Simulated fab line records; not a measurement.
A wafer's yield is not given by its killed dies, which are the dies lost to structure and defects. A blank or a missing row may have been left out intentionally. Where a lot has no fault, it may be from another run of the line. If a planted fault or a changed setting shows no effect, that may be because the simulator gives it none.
Split-lot experiment || flow n5-finfet || 7 lots, 21 wafers read, on a route of 1938 steps

== ON THE SPLIT ==
At N5_BEOL_M7_EXPOSE_25 (exposes mask V6, target cd 40 nm), the setting dose-mj was moved away from the recipe's 42.5 on 6 of the 21 wafers read, by +2.1% to +6.9%. For the rest of the wafers, this setting stayed at what the recipe calls for.

== FROM THE SPLIT TO THE READING: what the file shows between them, 2 steps ==
- N5_BEOL_M7_PEB_26: peb time 60 s
- N5_BEOL_M7_DEVELOP_27: develop time 30 s

== THE READING ==
cd-nm, in nm, at N5_BEOL_M7_CD_MEAS_28 (target cd 40 nm). Typical for fault-free wafers on this fab line: 39.98 nm, with standard deviation 0.25 nm.

{"wafer": "L078.1", "tool, chamber at the split": "euv-scanner-01, 0", "dose-mj as run": 42.5, "against the recipe": "recipe", "cd-nm, nm": 39.65, "against lot-mates on the recipe": "-"}
{"wafer": "L078.2", "tool, chamber at the split": "euv-scanner-01, 0", "dose-mj as run": 43.98, "against the recipe": "+3.5%", "cd-nm, nm": 40.48, "against lot-mates on the recipe": "+0.83"}
{"wafer": "L078.5", "tool, chamber at the split": "euv-scanner-01, 0", "dose-mj as run": 43.98, "against the recipe": "+3.5%", "cd-nm, nm": 40.68, "against lot-mates on the recipe": "+1.03"}
{"wafer": "L083.1", "tool, chamber at the split": "euv-scanner-02, 0", "dose-mj as run": 42.5, "against the recipe": "recipe", "cd-nm, nm": 39.88, "against lot-mates on the recipe": "-"}
{"wafer": "L083.4", "tool, chamber at the split": "euv-scanner-02, 0", "dose-mj as run": 42.5, "against the recipe": "recipe", "cd-nm, nm": 39.97, "against lot-mates on the recipe": "-"}
{"wafer": "L083.6", "tool, chamber at the split": "euv-scanner-02, 0", "dose-mj as run": 42.5, "against the recipe": "recipe", "cd-nm, nm": 39.79, "against lot-mates on the recipe": "-"}
{"wafer": "L084.1", "tool, chamber at the split": "euv-scanner-01, 0", "dose-mj as run": 42.5, "against the recipe": "recipe", "cd-nm, nm": 40.02, "against lot-mates on the recipe": "-"}
{"wafer": "L084.3", "tool, chamber at the split": "euv-scanner-01, 0", "dose-mj as run": 42.5, "against the recipe": "recipe", "cd-nm, nm": 40.18, "against lot-mates on the recipe": "-"}
{"wafer": "L084.6", "tool, chamber at the split": "euv-scanner-01, 0", "dose-mj as run": 43.4, "against the recipe": "+2.1%", "cd-nm, nm": 40.00, "against lot-mates on the recipe": -0.10}
{"wafer": "L085.4", "tool, chamber at the split": "euv-scanner-01, 0", "dose-mj as run": 42.5, "against the recipe": "recipe", "cd-nm, nm": 39.99, "against lot-mates on the recipe": "-"}
{"wafer": "L085.5", "tool, chamber at the split": "euv-scanner-01, 0", "dose-mj as run": 42.5, "against the recipe": "recipe", "cd-nm, nm": 40.48, "against lot-mates on the recipe": "-"}
{"wafer": "L085.6", "tool, chamber at the split": "euv-scanner-01, 0", "dose-mj as run": 42.5, "against the recipe": "recipe", "cd-nm, nm": 40.13, "against lot-mates on the recipe": "-"}
{"wafer": "L093.1", "tool, chamber at the split": "euv-scanner-01, 0", "dose-mj as run": 42.5, "against the recipe": "recipe", "cd-nm, nm": 40.13, "against lot-mates on the recipe": "-"}
{"wafer": "L093.4", "tool, chamber at the split": "euv-scanner-01, 0", "dose-mj as run": 42.5, "against the recipe": "recipe", "cd-nm, nm": 39.99, "against lot-mates on the recipe": "-"}
{"wafer": "L093.5", "tool, chamber at the split": "euv-scanner-01, 0", "dose-mj as run": 42.5, "against the recipe": "recipe", "cd-nm, nm": 39.99, "against lot-mates on the recipe": "-"}
{"wafer": "L094.1", "tool, chamber at the split": "euv-scanner-01, 0", "dose-mj as run": 42.5, "against the recipe": "recipe", "cd-nm, nm": 39.99, "against lot-mates on the recipe": "-"}
{"wafer": "L094.2", "tool, chamber at the split": "euv-scanner-01, 0", "dose-mj as run": 45.32, "against the recipe": "+6.6%", "cd-nm, nm": 41.50, "against lot-mates on the recipe": "+1.51"}
{"wafer": "L094.3", "tool, chamber at the split": "euv-scanner-01, 0", "dose-mj as run": 45.32, "against the recipe": "+6.6%", "cd-nm, nm": 41.42, "against lot-mates on the recipe": "+1.43"}
{"wafer": "L097.2", "tool, chamber at the split": "euv-scanner-01, 0", "dose-mj as run": 45.43, "against the recipe": "+6.9%", "cd-nm, nm": 41.65, "against lot-mates on the recipe": "+1.51"}
{"wafer": "L097.3", "tool, chamber at the split": "euv-scanner-01, 0", "dose-mj as run": 42.5, "against the recipe": "recipe", "cd-nm, nm": 40.17, "against lot-mates on the recipe": "-"}
{"wafer": "L097.4", "tool, chamber at the split": "euv-scanner-01, 0", "dose-mj as run": 42.5, "against the recipe": "recipe", "cd-nm, nm": 40.10, "against lot-mates on the recipe": "-"}

THE FIT
A straight line over all 21 wafers: cd-nm changes by +0.212 nm for each +1% of dose-mj; r = +0.93; the points scatter about the line by 0.21 nm.
The same after taking each lot's own level away (the mean of its wafers on the recipe; 21 wafers): +0.223 nm for each +1%; r = +0.96; scatter 0.17 nm.
On that fit, the largest move of dose-mj shifts the reading by 1.5 nm.
Measured against the standard deviation above, the lots' own levels, which go from 39.650 to 40.200 nm, span 2.2 times it.
Consequently the slope shifts little with the lot-to-lot level, the two slopes agreeing.
Check: +1.53 nm against its lot-mates is what the line predicts for one of the wafers moved furthest among these (+6.9%) when that wafer is left out of the fit. Against them it came out at +1.51 nm.

== ADDITIONAL SPLITS CARRIED BY THESE WAFERS ==
Other splits were also applied to these wafers ahead of the reading. Each is held against what the fit with the lots' levels taken away leaves over:
{"other split on the same wafers": "N5_BEOL_M5_COAT_05 spin-rpm", "wafers away from the commonest value": 11, "r with cd-nm (lot level and that fit taken away)": -0.48}
{"other split on the same wafers": "N5_BEOL_M7_PECVD_70 temp-c", "wafers away from the commonest value": 5, "r with cd-nm (lot level and that fit taken away)": -0.01}

== THE WHOLE CHAIN: every reading that the file lists as answering this split, in the file's order ==
{"step": "N5_BEOL_M7_CD_MEAS_28", "what it does": "target cd 40 nm", "reading": "cd-nm", "change (the file's fit)": "+0.215 nm for each +1% of the setting", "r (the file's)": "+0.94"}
{"step": "N5_BEOL_M7_DESCUM_33", "what it does": "chemistry O2, time 7 s", "reading": "BEOL_M7.cd-nm (the simulator's own value, which no gauge read)", "change (the file's fit)": "+0.2 nm for each +1% of the setting", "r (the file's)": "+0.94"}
{"step": "N5_BEOL_M7_ETCH_72", "what it does": "etches underlayer in N2/H2, target depth 6.5 nm, time 5.2 s", "reading": "BEOL_M7.cd-nm (the simulator's own value, which no gauge read)", "change (the file's fit)": "+0.182 nm for each +1% of the setting", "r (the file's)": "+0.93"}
{"step": "N5_BEOL_M7_ETCH_66", "what it does": "etches SOC in N2/H2, target depth 80 nm, overetch 16 nm, time 120 s", "reading": "BEOL_M7.cd-nm (the simulator's own value, which no gauge read)", "change (the file's fit)": "+0.224 nm for each +1% of the setting", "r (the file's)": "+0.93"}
{"step": "N5_BEOL_M7_VIA_ETCH_34", "what it does": "etches SiCOH lowk in C4F6/O2, target depth 125.5 nm, time 50.5 s", "reading": "BEOL_M7.cd-nm (the simulator's own value, which no gauge read)", "change (the file's fit)": "+0.231 nm for each +1% of the setting", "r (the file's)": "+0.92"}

== THE FILE'S OWN FIT ==
cd-nm changes by +0.215 nm for each +1% of dose-mj, r = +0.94.
